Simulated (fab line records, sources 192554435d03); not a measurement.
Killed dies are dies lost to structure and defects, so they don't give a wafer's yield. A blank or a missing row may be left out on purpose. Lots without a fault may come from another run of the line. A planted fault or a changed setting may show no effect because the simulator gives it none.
fab line records | flow n5_finfet
record lots=24 wafers=72 last_day=17
route steps=1938 shown BEOL_M2@890
lots that met no fault: from a run of the same line without faults
start_h: hours from the record's first day to the start of the lot's first wafer shown | wait_h: hours since the lot's step before | " the same as in the row above | L1.1+2: a row that stands for several wafers | - no value, or no start given | * or withheld: withheld | < > ~ a bound
route shown NAME@n: a module of which the file shows steps, and the number in the route of the first | usual: mean/standard deviation of fault-free wafers | same: alike in all rows | chamber/n: place in a boat | sites: the reading at each site | _std_site: their standard deviation | _edge_site: outer sites' mean less inner sites' | radius_mm: how far each site lies from the wafer's centre | mask NAME#n: copy n | behind: the tool/chamber that last shaped the wafer | hold: why the lot was held/for how many hours/how that ended | device: the transistor (n, p or np) that didn't switch | end of line: the same wafers' tests at the end of the route | a step without rows: its recipe alone | killed: dies lost to structure and defects at the first sort, not the wafer's yield | map: a wafer's dies, x killed, . not, _ none there
set.NAME: the setting as run; set.NAME@STEP: as run at that earlier step | model.NAME: the simulator's own value behind a step, which no gauge read
steps of the route over a sample of lots; a table a step, a row a wafer
services: from which hour (start_h, from the record's first day; less than 0 if before it) a tool's chamber was out of use, for how many hours, and why
## steps
# step N5_BEOL_M2_TRENCH_ETCH_37
# recipe chemistry=C4F6/O2 target_depth_a=555.55 target=SiOC time_s=29.2 ion_energy_ev=250 pressure_mtorr=30 source_w=355 bias_w=185 Ar_flow_sccm=300 C4F6_flow_sccm=10 O2_flow_sccm=10
# usual O2_flow_sccm=9.997/0.03 drypump_motor_current_A=5.8/0.37 oes_product_au=0.81/0.091 rf_vpp_V=669/18 showerhead_plenum_p_Torr=2.88/0.1 throttle_valve_pct=20.78/0.16
# columns lot.wafer tool chamber start_h wait_h O2_flow_sccm drypump_motor_current_A oes_product_au rf_hours_counter_h rf_vpp_V showerhead_plenum_p_Torr throttle_valve_pct
L074.1 rie_diel-04 3 - - 9.973 5.6 0.85 47 635 2.77 20.59
L074.2 " 2 " " 9.962 6.3 0.71 225 665 2.83 21.10
L074.3 " 0 " " 9.963 5.5 0.94 12 682 3.05 20.67
L075.2 rie_diel-03 3 - - 9.947 6.1 0.87 48 688 2.88 20.75
L075.5 " 2 " " 10.037 4.8 0.69 - 672 2.81 21.17
L075.6 " 3 " " 9.949 6.1 0.87 - 688 2.88 20.73
L076.3 rie_diel-02 3 - - 10.001 6.3 0.71 189 685 2.95 20.62
L076.4 " 1 " " 10.042 5.6 0.69 226 652 2.69 20.83
L076.5 " 0 " " 10.012 5.9 0.90 - 684 2.90 20.71
L077.3 rie_diel-03 2 - - 9.990 4.8 0.69 266 673 2.81 21.17
L077.5 " 2 " " 9.997 4.8 0.69 - 673 2.81 21.18
L077.6 " 3 " " 9.973 6.1 0.86 - 689 2.88 20.75
L078.2 rie_diel-03 1 - - 10.004 6.3 0.92 13 679 2.94 20.92
L078.3 " 0 " " 10.013 5.8 0.98 0 679 2.81 20.72
L078.4 " 0 " " 10.025 5.8 0.98 - 678 2.81 20.74
L079.1 rie_diel-04 3 - - 9.998 5.6 0.84 56 635 2.76 20.59
L079.3 " 1 " " 10.013 5.7 0.75 173 672 2.97 20.80
L079.4 " 2 " " 10.002 6.3 0.71 235 664 2.83 21.08
L080.2 rie_diel-04 3 - - 9.998 5.5 0.83 58 636 2.76 20.59
L080.4 " 0 " " 10.003 5.5 0.92 23 680 3.05 20.67
L080.6 " 3 " " 10.002 5.5 0.82 - 636 2.76 20.61
L081.2 rie_diel-02 0 - - 9.958 5.9 0.90 53 685 2.89 20.73
L081.5 " 2 " " 9.956 5.9 0.74 - 641 2.74 20.91
L081.6 " 1 " " 9.955 5.6 0.69 - 650 2.69 20.85
L082.1 rie_diel-02 1 - - 10.022 5.6 0.68 241 650 2.69 20.87
L082.4 " 0 " " 10.031 5.9 0.88 55 684 2.89 20.72
L082.5 " 3 " " 10.026 6.3 0.71 - 687 2.94 20.62
L083.1 rie_diel-04 1 - - 10.053 5.7 0.74 182 673 2.96 20.82
L083.4 " 2 " " 10.022 6.3 0.70 246 663 2.83 21.11
L083.6 " 2 " " 9.980 6.3 0.70 - 664 2.83 21.11
L084.1 rie_diel-02 1 - - 9.999 5.6 0.68 243 652 2.68 20.85
L084.3 " 0 " " 9.993 5.9 0.89 58 685 2.89 20.74
L084.4 " 2 " " 10.048 5.9 0.74 177 641 2.73 20.91
L085.3 rie_diel-04 3 - - 10.061 5.5 0.83 67 635 2.76 20.62
L085.5 " 0 " " 10.025 5.6 0.90 - 678 3.04 20.69
L085.6 " 2 " " 10.051 6.2 0.71 - 662 2.82 21.12
L086.1 rie_diel-04 3 - - 9.973 5.5 0.82 73 635 2.76 20.62
L086.2 " 0 " " 10.003 5.6 0.88 37 680 3.04 20.69
L086.4 " 3 " " 9.992 5.5 0.81 - 636 2.76 20.62
L087.1 rie_diel-04 1 - - 9.979 5.7 0.73 191 674 2.96 20.83
L087.3 " 0 " " 10.007 5.5 0.87 46 680 3.04 20.71
L087.6 " 3 " " 9.988 5.5 0.80 - 635 2.75 20.64
L088.1 rie_diel-04 3 - - 10.037 5.6 0.80 84 635 2.75 20.65
L088.2 " 1 " " 9.958 5.7 0.73 194 672 2.96 20.83
L088.4 " 0 " " 9.992 5.6 0.87 - 679 3.04 20.70
L090.3 rie_diel-03 3 - - 9.952 6.1 0.83 78 688 2.87 20.79
L090.4 " 2 " " 10.004 4.8 0.93 11 672 2.80 20.78
L090.6 " 0 " " 10.002 5.8 0.91 - 675 2.80 20.77
L092.2 rie_diel-02 0 - - 10.046 5.9 0.85 80 684 2.88 20.77
L092.3 " 2 " " 9.968 5.9 0.72 194 641 2.73 20.95
L092.4 " 1 " " 10.007 5.6 0.97 2 662 3.02 20.53
L089.1 rie_diel-02 2 - - 9.988 5.9 0.72 194 641 2.73 20.96
L089.2 " 0 " " 9.966 5.9 0.84 81 683 2.88 20.77
L089.4 " 1 " " 9.971 5.6 0.97 2 662 3.02 20.52
L091.2 rie_diel-02 3 - - 10.003 6.3 0.68 228 687 2.93 20.66
L091.3 " 2 " " 10.009 5.9 0.72 194 641 2.72 20.95
L091.5 " 0 " " 9.994 5.9 0.85 - 684 2.88 20.77
L093.4 rie_diel-03 2 - - 10.035 4.8 0.91 17 671 2.80 20.79
L093.5 " 1 " " 9.939 6.2 0.87 - 679 2.92 20.97
L093.6 " 2 " " 10.041 4.8 0.91 - 672 2.80 20.77
L094.1 rie_diel-02 3 - - 10.026 6.3 0.68 234 686 2.93 20.67
L094.3 " 2 " " 9.992 5.9 0.72 199 640 2.72 20.95
L094.5 " 2 " " 10.000 5.9 0.72 - 641 2.72 20.96
L095.3 rie_diel-04 1 - - 9.977 5.7 0.73 209 671 2.95 20.87
L095.4 " 2 " " 10.030 6.3 0.96 12 665 2.82 20.74
L095.5 " 3 " " 9.975 5.5 0.79 - 634 2.75 20.65
L096.3 rie_diel-02 1 - - 9.989 5.6 0.93 12 662 3.01 20.55
L096.5 " 0 " " 9.989 5.9 0.84 - 683 2.87 20.77
L096.6 " 1 " " 10.036 5.6 0.92 - 663 3.01 20.54
L097.1 rie_diel-03 2 - - 9.986 4.8 0.89 26 671 2.80 20.79
L097.3 " 0 " " 9.980 5.8 0.88 38 675 2.80 20.76
L097.5 " 3 " " 9.975 6.1 0.79 - 688 2.86 20.80
# step N5_BEOL_M2_STRIP_97
# recipe chemistry=N2/H2 time_s=10 power_w=450 temp_c=40 pressure_mtorr=20 rf_frequency_hz=6e+07 bias_power_w=7 n2_flow_sccm=200 h2_flow_sccm=200
# usual drypump_motor_current_A=5.8/0.37 oes_product_au=0.81/0.09 rf_vpp_V=59.2/0.87 showerhead_plenum_p_Torr=2.56/0.088 throttle_valve_pct=23.53/0.23
# columns lot.wafer tool chamber start_h wait_h drypump_motor_current_A oes_product_au rf_hours_counter_h rf_vpp_V showerhead_plenum_p_Torr throttle_valve_pct
L074.1 rie_diel-04 3 - - 5.5 0.86 47 58.2 2.47 23.51
L074.2 " 2 " " 6.3 0.72 225 59.1 2.51 23.71
L074.3 " 0 " " 5.5 0.94 12 60.6 2.69 23.12
L075.2 rie_diel-03 3 - - 6.1 0.88 48 58.8 2.58 23.51
L075.5 " 2 " " 4.8 0.68 - 58.2 2.48 23.65
L075.6 " 3 " " 6.1 0.88 - 60.7 2.58 23.49
L076.3 rie_diel-02 3 - - 6.3 0.72 189 60.5 2.64 23.35
L076.4 " 1 " " 5.6 0.68 226 57.4 2.40 23.38
L076.5 " 0 " " 5.9 0.90 - 60.1 2.57 23.57
L077.3 rie_diel-03 2 - - 4.8 0.68 266 58.3 2.48 23.67
L077.5 " 2 " " 4.8 0.68 - 57.5 2.48 23.67
L077.6 " 3 " " 6.1 0.87 - 59.2 2.58 23.51
L078.2 rie_diel-03 1 - - 6.3 0.90 13 60.4 2.60 23.78
L078.3 " 0 " " 5.8 1.01 0 59.9 2.49 23.80
L078.4 " 0 " " 5.7 1.00 - 58.5 2.49 23.78
L079.1 rie_diel-04 3 - - 5.6 0.84 56 59.2 2.47 23.49
L079.3 " 1 " " 5.7 0.75 173 58.1 2.64 23.69
L079.4 " 2 " " 6.3 0.71 235 59.1 2.50 23.72
L080.2 rie_diel-04 3 - - 5.6 0.82 58 60.4 2.47 23.53
L080.4 " 0 " " 5.6 0.91 23 59.8 2.69 23.14
L080.6 " 3 " " 5.6 0.82 - 60.0 2.47 23.52
L081.2 rie_diel-02 0 - - 5.9 0.89 53 59.9 2.57 23.58
L081.5 " 2 " " 5.9 0.74 - 59.6 2.44 23.86
L081.6 " 1 " " 5.6 0.67 - 57.8 2.39 23.38
L082.1 rie_diel-02 1 - - 5.6 0.68 241 58.2 2.39 23.41
L082.4 " 0 " " 5.9 0.90 55 59.3 2.57 23.58
L082.5 " 3 " " 6.3 0.71 - 60.7 2.63 23.34
L083.1 rie_diel-04 1 - - 5.7 0.75 182 59.3 2.63 23.69
L083.4 " 2 " " 6.3 0.71 246 59.3 2.50 23.74
L083.6 " 2 " " 6.3 0.70 - 58.2 2.50 23.74
L084.1 rie_diel-02 1 - - 5.6 0.67 243 59.3 2.39 23.40
L084.3 " 0 " " 5.9 0.88 58 58.2 2.57 23.57
L084.4 " 2 " " 5.9 0.74 177 57.6 2.44 23.86
L085.3 rie_diel-04 3 - - 5.5 0.81 67 58.7 2.46 23.54
L085.5 " 0 " " 5.5 0.90 - 57.5 2.68 23.15
L085.6 " 2 " " 6.3 0.70 - 60.0 2.50 23.75
L086.1 rie_diel-04 3 - - 5.5 0.81 73 59.1 2.46 23.54
L086.2 " 0 " " 5.6 0.88 37 61.9 2.68 23.14
L086.4 " 3 " " 5.5 0.81 - 58.7 2.46 23.53
L087.1 rie_diel-04 1 - - 5.7 0.75 191 60.5 2.63 23.70
L087.3 " 0 " " 5.5 0.87 46 58.9 2.68 23.15
L087.6 " 3 " " 5.5 0.79 - 59.5 2.46 23.55
L088.1 rie_diel-04 3 - - 5.5 0.79 84 60.4 2.46 23.55
L088.2 " 1 " " 5.7 0.74 194 59.1 2.63 23.70
L088.4 " 0 " " 5.6 0.87 - 61.1 2.67 23.15
L090.3 rie_diel-03 3 - - 6.1 0.83 78 58.7 2.56 23.54
L090.4 " 2 " " 4.8 0.91 11 59.5 2.48 23.27
L090.6 " 0 " " 5.8 0.91 - 58.5 2.48 23.80
L092.2 rie_diel-02 0 - - 5.9 0.86 80 59.1 2.56 23.61
L092.3 " 2 " " 5.9 0.72 194 59.6 2.43 23.87
L092.4 " 1 " " 5.6 0.96 2 59.7 2.71 23.12
L089.1 rie_diel-02 2 - - 5.9 0.72 194 57.7 2.43 23.88
L089.2 " 0 " " 5.9 0.85 81 59.7 2.56 23.62
L089.4 " 1 " " 5.6 0.96 2 58.3 2.71 23.11
L091.2 rie_diel-02 3 - - 6.3 0.70 228 60.0 2.62 23.39
L091.3 " 2 " " 5.9 0.72 194 59.0 2.43 23.90
L091.5 " 0 " " 5.9 0.86 - 58.9 2.56 23.61
L093.4 rie_diel-03 2 - - 4.8 0.89 17 58.3 2.47 23.26
L093.5 " 1 " " 6.2 0.85 - 58.5 2.59 23.80
L093.6 " 2 " " 4.8 0.89 - 59.6 2.47 23.26
L094.1 rie_diel-02 3 - - 6.3 0.70 234 57.0 2.62 23.41
L094.3 " 2 " " 5.9 0.72 199 59.2 2.43 23.90
L094.5 " 2 " " 5.9 0.72 - 59.3 2.43 23.90
L095.3 rie_diel-04 1 - - 5.7 0.73 210 59.7 2.62 23.72
L095.4 " 2 " " 6.2 0.97 12 59.4 2.49 23.37
L095.5 " 3 " " 5.5 0.78 - 57.5 2.45 23.57
L096.3 rie_diel-02 1 - - 5.6 0.92 12 60.4 2.70 23.11
L096.5 " 0 " " 5.9 0.83 - 58.8 2.55 23.61
L096.6 " 1 " " 5.6 0.93 - 59.7 2.70 23.11
L097.1 rie_diel-03 2 - - 4.8 0.87 26 58.9 2.47 23.28
L097.3 " 0 " " 5.8 0.87 38 59.8 2.47 23.84
L097.5 " 3 " " 6.1 0.80 - 59.0 2.56 23.56
# step N5_BEOL_M2_SPUTTER_48
# recipe material=Cu target_thk_a=45 temp_c=-20 chamber_pressure_pa=0.07 power_w=withheld time_s=8.29
# usual throttle_valve_pct=29.6/1
# columns lot.wafer tool chamber start_h wait_h throttle_valve_pct
L074.1 pvd_sputter-02 - 141.74 0.3 29.4
L074.2 " - " " 29.2
L074.3 " - " " 30.3
L075.2 pvd_sputter-01 - 145.41 0.3 28.9
L075.5 " - " " 29.0
L075.6 " - " " 30.8
L076.3 pvd_sputter-02 - 149.17 1.3 29.6
L076.4 " - " " 30.4
L076.5 " - " " 29.2
L077.3 pvd_sputter-01 - 155.37 0.1 28.7
L077.5 " - " " 29.1
L077.6 " - " " 28.7
L078.2 pvd_sputter-03 - 170.63 0.1 27.8
L078.3 " - " " 31.6
L078.4 " - " " 31.3
L079.1 pvd_sputter-01 - 171.55 0.3 31.1
L079.3 " - " " 29.0
L079.4 " - " " 29.2
L080.2 pvd_sputter-01 - 179.40 0.1 29.2
L080.4 " - " " 28.6
L080.6 " - " " 29.1
L081.2 pvd_sputter-01 - 181.32 0.3 29.2
L081.5 " - " " 29.2
L081.6 " - " " 28.5
L082.1 pvd_sputter-03 - 190.22 0.3 31.2
L082.4 " - " " 29.7
L082.5 " - " " 29.2
L083.1 pvd_sputter-03 - 198.30 0.4 31.4
L083.4 " - " " 28.0
L083.6 " - " " 31.4
L084.1 pvd_sputter-03 - 200.48 0.1 31.2
L084.3 " - " " 29.6
L084.4 " - " " 27.9
L085.3 pvd_sputter-01 - 203.06 0.1 29.3
L085.5 " - " " 29.1
L085.6 " - " " 30.7
L086.1 pvd_sputter-02 - 215.54 1.6 30.3
L086.2 " - " " 30.2
L086.4 " - " " 29.1
L087.1 pvd_sputter-01 - 233.53 0.1 29.3
L087.3 " - " " 28.5
L087.6 " - " " 28.6
L088.1 pvd_sputter-02 - 237.45 0.2 30.0
L088.2 " - " " 29.1
L088.4 " - " " 29.2
L090.3 pvd_sputter-03 - 242.09 0.1 29.8
L090.4 " - " " 31.6
L090.6 " - " " 28.0
L092.2 pvd_sputter-03 - 248.74 0.1 29.5
L092.3 " - " " 27.9
L092.4 " - " " 31.5
L089.1 pvd_sputter-02 - 249.33 0.1 29.4
L089.2 " - " " 29.4
L089.4 " - " " 30.5
L091.2 pvd_sputter-01 - 250.90 0.1 30.8
L091.3 " - " " 28.8
L091.5 " - " " 29.3
L093.4 pvd_sputter-01 - 257.21 0.1 30.9
L093.5 " - " " 28.8
L093.6 " - " " 29.0
L094.1 pvd_sputter-01 - 264.63 0.1 28.8
L094.3 " - " " 29.2
L094.5 " - " " 30.8
L095.3 pvd_sputter-01 - 271.73 0.3 30.7
L095.4 " - " " 28.6
L095.5 " - " " 28.9
L096.3 pvd_sputter-01 - 280.62 0.3 28.4
L096.5 " - " " 28.9
L096.6 " - " " 30.8
L097.1 pvd_sputter-03 - 287.09 0.1 27.9
L097.3 " - " " 29.7
L097.5 " - " " 29.3
# step N5_BEOL_M2_SPUTTER_81
# recipe material=Cu target_thk_a=45 temp_c=-20 chamber_pressure_pa=0.07 power_w=withheld time_s=8.29
# usual throttle_valve_pct=29.6/1.1
# columns lot.wafer tool chamber start_h wait_h throttle_valve_pct
L074.1 pvd_sputter-02 - 142.18 0.1 29.3
L074.2 " - " " 28.8
L074.3 " - " " 30.1
L075.2 pvd_sputter-01 - 145.85 0.1 28.5
L075.5 " - " " 29.0
L075.6 " - " " 31.0
L076.3 pvd_sputter-02 - 149.61 0.1 29.5
L076.4 " - " " 30.5
L076.5 " - " " 29.3
L077.3 pvd_sputter-01 - 155.81 0.1 28.9
L077.5 " - " " 28.9
L077.6 " - " " 29.3
L078.2 pvd_sputter-03 - 171.07 0.1 28.1
L078.3 " - " " 31.6
L078.4 " - " " 31.2
L079.1 pvd_sputter-01 - 171.99 0.1 30.7
L079.3 " - " " 28.9
L079.4 " - " " 29.0
L080.2 pvd_sputter-01 - 179.84 0.1 29.0
L080.4 " - " " 28.5
L080.6 " - " " 28.9
L081.2 pvd_sputter-01 - 181.76 0.1 29.3
L081.5 " - " " 29.1
L081.6 " - " " 28.8
L082.1 pvd_sputter-03 - 190.66 0.1 31.2
L082.4 " - " " 29.5
L082.5 " - " " 29.2
L083.1 pvd_sputter-03 - 198.74 0.1 31.7
L083.4 " - " " 27.9
L083.6 " - " " 31.6
L084.1 pvd_sputter-03 - 200.92 0.1 31.6
L084.3 " - " " 29.7
L084.4 " - " " 28.2
L085.3 pvd_sputter-01 - 203.50 0.1 29.0
L085.5 " - " " 28.8
L085.6 " - " " 30.9
L086.1 pvd_sputter-02 - 215.98 0.1 30.2
L086.2 " - " " 30.6
L086.4 " - " " 29.1
L087.1 pvd_sputter-01 - 233.97 0.1 29.3
L087.3 " - " " 28.9
L087.6 " - " " 28.6
L088.1 pvd_sputter-02 - 237.89 0.1 30.4
L088.2 " - " " 29.3
L088.4 " - " " 29.0
L090.3 pvd_sputter-03 - 242.53 0.1 29.6
L090.4 " - " " 31.5
L090.6 " - " " 28.3
L092.2 pvd_sputter-03 - 249.18 0.1 29.4
L092.3 " - " " 28.5
L092.4 " - " " 31.3
L089.1 pvd_sputter-02 - 249.77 0.1 29.2
L089.2 " - " " 29.7
L089.4 " - " " 30.2
L091.2 pvd_sputter-01 - 251.34 0.1 31.0
L091.3 " - " " 29.2
L091.5 " - " " 29.2
L093.4 pvd_sputter-01 - 257.65 0.1 31.1
L093.5 " - " " 29.0
L093.6 " - " " 29.1
L094.1 pvd_sputter-01 - 265.07 0.1 28.8
L094.3 " - " " 28.9
L094.5 " - " " 30.5
L095.3 pvd_sputter-01 - 272.17 0.1 30.9
L095.4 " - " " 28.6
L095.5 " - " " 29.4
L096.3 pvd_sputter-01 - 281.06 0.1 28.6
L096.5 " - " " 28.9
L096.6 " - " " 30.9
L097.1 pvd_sputter-03 - 287.53 0.1 27.9
L097.3 " - " " 29.3
L097.5 " - " " 29.6
# step N5_BEOL_M2_ANNEAL_95
# recipe temp_c=400 time_s=240 ambient=vacuum
# usual heater_power_w=825/83
# columns lot.wafer tool chamber start_h wait_h heater_power_w
L074.1 pvd_sputter-02 - 143.36 0.0 896
L074.2 " - " " 713
L074.3 " - " " 739
L075.2 pvd_sputter-01 - 147.03 0.0 806
L075.5 " - " " 863
L075.6 " - " " 828
L077.3 pvd_sputter-01 - 156.99 0.0 839
L077.5 " - " " 768
L077.6 " - " " 847
L076.3 pvd_sputter-02 - 157.42 0.0 921
L076.4 " - " " 804
L076.5 " - " " 735
L078.2 pvd_sputter-03 - 172.25 0.0 754
L078.3 " - " " 789
L078.4 " - " " 788
L079.1 pvd_sputter-01 - 173.17 0.0 847
L079.3 " - " " 846
L079.4 " - " " 777
L080.2 pvd_sputter-01 - 181.02 0.0 751
L080.4 " - " " 813
L080.6 " - " " 748
L081.2 pvd_sputter-01 - 182.94 0.0 751
L081.5 " - " " 754
L081.6 " - " " 847
L082.1 pvd_sputter-03 - 191.84 0.0 794
L082.4 " - " " 1039
L082.5 " - " " 1048
L083.1 pvd_sputter-03 - 199.92 0.0 782
L083.4 " - " " 767
L083.6 " - " " 774
L084.1 pvd_sputter-03 - 202.10 0.0 820
L084.3 " - " " 1050
L084.4 " - " " 787
L085.3 pvd_sputter-01 - 204.68 0.0 764
L085.5 " - " " 832
L085.6 " - " " 841
L086.1 pvd_sputter-02 - 217.16 0.0 755
L086.2 " - " " 794
L086.4 " - " " 909
L087.1 pvd_sputter-01 - 235.15 0.0 777
L087.3 " - " " 820
L087.6 " - " " 844
L088.1 pvd_sputter-02 - 239.07 0.0 722
L088.2 " - " " 900
L088.4 " - " " 725
L090.3 pvd_sputter-03 - 243.71 0.0 1021
L090.4 " - " " 767
L090.6 " - " " 777
L092.2 pvd_sputter-03 - 250.36 0.0 1059
L092.3 " - " " 782
L092.4 " - " " 794
L089.1 pvd_sputter-02 - 250.95 0.0 736
L089.2 " - " " 902
L089.4 " - " " 728
L091.2 pvd_sputter-01 - 252.52 0.0 834
L091.3 " - " " 779
L091.5 " - " " 781
L093.4 pvd_sputter-01 - 258.83 0.0 839
L093.5 " - " " 854
L093.6 " - " " 764
L094.1 pvd_sputter-01 - 266.25 0.0 827
L094.3 " - " " 783
L094.5 " - " " 827
L095.3 pvd_sputter-01 - 273.35 0.0 845
L095.4 " - " " 841
L095.5 " - " " 780
L096.3 pvd_sputter-01 - 282.24 0.0 832
L096.5 " - " " 858
L096.6 " - " " 821
L097.1 pvd_sputter-03 - 288.71 0.0 791
L097.3 " - " " 1047
L097.5 " - " " 1066
# step N5_BEOL_M2_THK_MEAS_53
# recipe thk_meas_gauge=xrf reads=Cu_of_BEOL_M2_ECD_50
# usual M2_THK=40.1/1.3
# columns lot.wafer tool chamber start_h wait_h M2_THK[nm]
L074.1 film_metro-01 - 144.34 - 39.8
L074.2 " - " " 39.6
L074.3 " - " " 40.1
L075.2 film_metro-01 - 148.01 - 38.0
L075.5 " - " " 39.6
L075.6 " - " " 39.5
L077.3 film_metro-01 - 157.93 - 41.1
L077.5 " - " " 39.9
L077.6 " - " " 40.7
L076.3 film_metro-01 - 158.35 - 39.7
L076.4 " - " " 40.4
L076.5 " - " " 40.6
L078.2 film_metro-02 - 173.39 - 40.8
L078.3 " - " " 41.0
L078.4 " - " " 39.5
L079.1 film_metro-02 - 174.10 - 40.0
L079.3 " - " " 40.5
L079.4 " - " " 41.2
L080.2 film_metro-01 - 182.46 - 37.6
L080.4 " - " " 37.9
L080.6 " - " " 37.4
L081.2 film_metro-01 - 184.03 - 41.4
L081.5 " - " " 40.2
L081.6 " - " " 39.9
L082.1 film_metro-01 - 193.04 - 38.4
L082.4 " - " " 38.3
L082.5 " - " " 37.8
L083.1 film_metro-01 - 201.09 - 40.6
L083.4 " - " " 40.0
L083.6 " - " " 39.8
L084.1 film_metro-01 - 203.31 - 41.3
L084.3 " - " " 42.9
L084.4 " - " " 41.5
L085.3 film_metro-02 - 206.02 - 40.4
L085.5 " - " " 41.4
L085.6 " - " " 40.1
L086.1 film_metro-01 - 218.08 - 39.9
L086.2 " - " " 41.5
L086.4 " - " " 39.3
L087.1 film_metro-02 - 236.08 - 39.7
L087.3 " - " " 40.2
L087.6 " - " " 40.7
L088.1 film_metro-02 - 240.11 - 38.4
L088.2 " - " " 39.3
L088.4 " - " " 39.9
L090.3 film_metro-02 - 244.64 - 42.2
L090.4 " - " " 43.8
L090.6 " - " " 43.9
L092.2 film_metro-02 - 251.29 - 39.1
L092.3 " - " " 38.8
L092.4 " - " " 42.4
L089.1 film_metro-01 - 251.97 - 39.9
L089.2 " - " " 41.0
L089.4 " - " " 40.7
L091.2 film_metro-01 - 253.45 - 39.8
L091.3 " - " " 40.0
L091.5 " - " " 41.2
L093.4 film_metro-02 - 259.76 - 40.9
L093.5 " - " " 40.8
L093.6 " - " " 41.1
L094.1 film_metro-02 - 267.18 - 39.7
L094.3 " - " " 40.8
L094.5 " - " " 39.4
L095.3 film_metro-01 - 274.28 - 37.9
L095.4 " - " " 40.8
L095.5 " - " " 39.2
L096.3 film_metro-01 - 283.16 - 39.9
L096.5 " - " " 42.0
L096.6 " - " " 41.9
L097.1 film_metro-01 - 289.63 - 40.7
L097.3 " - " " 41.3
L097.5 " - " " 39.5
## services
# columns tool chamber start_h hours kind
rie_diel-02 3 117.67 8.6 repair
rie_diel-04 - 122.84 15.6 pm
rie_diel-03 0 138.96 - clean
rie_diel-03 0 138.96 - consumable_replace:focus_ring
rie_diel-03 2 168.82 - clean
rie_diel-03 2 168.82 - consumable_replace:focus_ring
rie_diel-03 2 168.82 20.2 scheduled_down
rie_diel-03 2 168.82 20.2 vent_cycle
pvd_sputter-02 - 200.34 4.0 repair
rie_diel-03 - 212.07 0.1 repair
rie_diel-04 2 216.41 - clean
rie_diel-04 2 216.41 - consumable_replace:focus_ring
rie_diel-04 2 216.41 23.9 scheduled_down
rie_diel-04 2 216.41 23.9 vent_cycle
rie_diel-02 1 219.16 - clean
rie_diel-02 1 219.16 - consumable_replace:focus_ring
rie_diel-02 1 219.16 - consumable_replace:showerhead
rie_diel-02 1 219.16 21.4 scheduled_down
rie_diel-02 1 219.16 21.4 vent_cycle
rie_diel-03 - 223.88 15.6 pm
rie_diel-04 3 238.86 7.2 repair
## key
fault none
